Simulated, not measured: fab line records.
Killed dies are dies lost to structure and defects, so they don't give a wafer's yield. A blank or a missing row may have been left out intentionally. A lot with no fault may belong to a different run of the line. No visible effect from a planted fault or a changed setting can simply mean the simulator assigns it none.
Chamber matching :: flow n5 finfet :: N5_BEOL_M6_DESCUM_16 on rie diel-05 has 4 sister chambers
The step chemistry O2, time 7.9 s. 33 wafers are shown with their chamber, then 12 later ones without.

EACH WAFER AND ITS CHAMBER
wafer: L079.1
chamber: 3
showerhead plenum p Torr (Torr): 2.13
throttle valve pct (%): 20.62
oes product au (a.u.): 0.83

wafer: L079.2
chamber: 0
showerhead plenum p Torr (Torr): 2.02
throttle valve pct (%): 20.46
oes product au (a.u.): 0.86

wafer: L079.3
chamber: 1
showerhead plenum p Torr (Torr): 2.22
throttle valve pct (%): 20.24
oes product au (a.u.): 0.75

wafer: L078.1
chamber: 3
showerhead plenum p Torr (Torr): 2.13
throttle valve pct (%): 20.62
oes product au (a.u.): 0.83

wafer: L078.2
chamber: 0
showerhead plenum p Torr (Torr): 2.02
throttle valve pct (%): 20.45
oes product au (a.u.): 0.86

wafer: L078.3
chamber: 1
showerhead plenum p Torr (Torr): 2.22
throttle valve pct (%): 20.25
oes product au (a.u.): 0.75

wafer: L078.4
chamber: 2
showerhead plenum p Torr (Torr): 2.15
throttle valve pct (%): 20.08
oes product au (a.u.): 1.00

wafer: L078.5
chamber: 3
showerhead plenum p Torr (Torr): 2.12
throttle valve pct (%): 20.62
oes product au (a.u.): 0.83

wafer: L078.6
chamber: 2
showerhead plenum p Torr (Torr): 2.15
throttle valve pct (%): 20.08
oes product au (a.u.): 1.00

wafer: L080.1
chamber: 1
showerhead plenum p Torr (Torr): 2.22
throttle valve pct (%): 20.24
oes product au (a.u.): 0.74

wafer: L080.2
chamber: 0
showerhead plenum p Torr (Torr): 2.02
throttle valve pct (%): 20.48
oes product au (a.u.): 0.85

wafer: L080.3
chamber: 3
showerhead plenum p Torr (Torr): 2.12
throttle valve pct (%): 20.62
oes product au (a.u.): 0.82

wafer: L080.4
chamber: 0
showerhead plenum p Torr (Torr): 2.02
throttle valve pct (%): 20.48
oes product au (a.u.): 0.84

wafer: L080.5
chamber: 1
showerhead plenum p Torr (Torr): 2.22
throttle valve pct (%): 20.24
oes product au (a.u.): 0.75

wafer: L080.6
chamber: 3
showerhead plenum p Torr (Torr): 2.12
throttle valve pct (%): 20.63
oes product au (a.u.): 0.82

wafer: L082.1
chamber: 0
showerhead plenum p Torr (Torr): 2.02
throttle valve pct (%): 20.48
oes product au (a.u.): 0.85

wafer: L082.4
chamber: 2
showerhead plenum p Torr (Torr): 2.15
throttle valve pct (%): 20.11
oes product au (a.u.): 0.96

wafer: L082.6
chamber: 0
showerhead plenum p Torr (Torr): 2.02
throttle valve pct (%): 20.49
oes product au (a.u.): 0.84

wafer: L085.1
chamber: 3
showerhead plenum p Torr (Torr): 2.12
throttle valve pct (%): 20.64
oes product au (a.u.): 0.81

wafer: L085.2
chamber: 2
showerhead plenum p Torr (Torr): 2.15
throttle valve pct (%): 20.11
oes product au (a.u.): 0.94

wafer: L085.3
chamber: 0
showerhead plenum p Torr (Torr): 2.02
throttle valve pct (%): 20.49
oes product au (a.u.): 0.85

wafer: L085.4
chamber: 1
showerhead plenum p Torr (Torr): 2.22
throttle valve pct (%): 20.27
oes product au (a.u.): 0.74

wafer: L085.5
chamber: 1
showerhead plenum p Torr (Torr): 2.22
throttle valve pct (%): 20.26
oes product au (a.u.): 0.74

wafer: L085.6
chamber: 0
showerhead plenum p Torr (Torr): 2.02
throttle valve pct (%): 20.50
oes product au (a.u.): 0.85

wafer: L086.3
chamber: 3
showerhead plenum p Torr (Torr): 2.12
throttle valve pct (%): 20.65
oes product au (a.u.): 0.82

wafer: L086.4
chamber: 2
showerhead plenum p Torr (Torr): 2.14
throttle valve pct (%): 20.12
oes product au (a.u.): 0.94

wafer: L086.6
chamber: 2
showerhead plenum p Torr (Torr): 2.14
throttle valve pct (%): 20.10
oes product au (a.u.): 0.94

wafer: L088.3
chamber: 1
showerhead plenum p Torr (Torr): 2.21
throttle valve pct (%): 20.29
oes product au (a.u.): 0.74

wafer: L088.4
chamber: 3
showerhead plenum p Torr (Torr): 2.12
throttle valve pct (%): 20.65
oes product au (a.u.): 0.81

wafer: L088.5
chamber: 0
showerhead plenum p Torr (Torr): 2.01
throttle valve pct (%): 20.49
oes product au (a.u.): 0.83

wafer: L090.1
chamber: 2
showerhead plenum p Torr (Torr): 2.14
throttle valve pct (%): 20.14
oes product au (a.u.): 0.91

wafer: L090.2
chamber: 3
showerhead plenum p Torr (Torr): 2.12
throttle valve pct (%): 20.65
oes product au (a.u.): 0.80

wafer: L090.3
chamber: 0
showerhead plenum p Torr (Torr): 2.01
throttle valve pct (%): 20.53
oes product au (a.u.): 0.82

SIGNATURES, as means of the wafers listed above
reading: showerhead plenum p Torr
chamber 0: 2.0180
chamber 1: 2.2186
chamber 2: 2.1457
chamber 3: 2.1222
scatter within a chamber: 0.00444

reading: throttle valve pct
chamber 0: 20.4850
chamber 1: 20.2557
chamber 2: 20.1057
chamber 3: 20.6333
scatter within a chamber: 0.0193

reading: oes product au
chamber 0: 0.8450
chamber 1: 0.7443
chamber 2: 0.9557
chamber 3: 0.8189
scatter within a chamber: 0.0179
Rule: for a wafer and a chamber, the distance is found by dividing, reading by reading, the gap between the wafer's reading and the chamber's mean by the reading's scatter, squaring, summing and taking the root. The wafer belongs to the nearest chamber; if the next one is less than 2 further off, it can't be placed. How the scatter is found: for the shown wafers, subtract from each reading the mean of its chamber, square and add these, divide the total by (wafers less chambers), then take the root.

WAFERS MISSING THEIR CHAMBER
wafer: L094.2
showerhead plenum p Torr (Torr): 2.21
throttle valve pct (%): 20.30
oes product au (a.u.): 0.73

wafer: L094.3
showerhead plenum p Torr (Torr): 2.14
throttle valve pct (%): 20.13
oes product au (a.u.): 0.91

wafer: L094.5
showerhead plenum p Torr (Torr): 2.14
throttle valve pct (%): 20.13
oes product au (a.u.): 0.91

wafer: L093.1
showerhead plenum p Torr (Torr): 2.11
throttle valve pct (%): 20.67
oes product au (a.u.): 0.80

wafer: L093.2
showerhead plenum p Torr (Torr): 2.14
throttle valve pct (%): 20.13
oes product au (a.u.): 0.90

wafer: L093.3
showerhead plenum p Torr (Torr): 2.21
throttle valve pct (%): 20.30
oes product au (a.u.): 0.73

wafer: L093.4
showerhead plenum p Torr (Torr): 2.01
throttle valve pct (%): 20.53
oes product au (a.u.): 0.82

wafer: L093.5
showerhead plenum p Torr (Torr): 2.14
throttle valve pct (%): 20.13
oes product au (a.u.): 0.91

wafer: L093.6
showerhead plenum p Torr (Torr): 2.11
throttle valve pct (%): 20.66
oes product au (a.u.): 0.80

wafer: L097.2
showerhead plenum p Torr (Torr): 2.11
throttle valve pct (%): 20.69
oes product au (a.u.): 0.79

wafer: L097.5
showerhead plenum p Torr (Torr): 2.01
throttle valve pct (%): 20.52
oes product au (a.u.): 0.82

wafer: L097.6
showerhead plenum p Torr (Torr): 2.11
throttle valve pct (%): 20.68
oes product au (a.u.): 0.78

THE CHAMBER EACH PASSED THROUGH
wafer: L094.2
from the rows above: 1
in truth: 1

wafer: L094.3
from the rows above: 2
in truth: 2

wafer: L094.5
from the rows above: 2
in truth: 2

wafer: L093.1
from the rows above: 3
in truth: 3

wafer: L093.2
from the rows above: 2
in truth: 2

wafer: L093.3
from the rows above: 1
in truth: 1

wafer: L093.4
from the rows above: 0
in truth: 0

wafer: L093.5
from the rows above: 2
in truth: 2

wafer: L093.6
from the rows above: 3
in truth: 3

wafer: L097.2
from the rows above: 3
in truth: 3

wafer: L097.5
from the rows above: 0
in truth: 0

wafer: L097.6
from the rows above: 3
in truth: 3
12 of 12 placed correctly. From these rows, 0 cannot be placed. 0 placed wrongly.
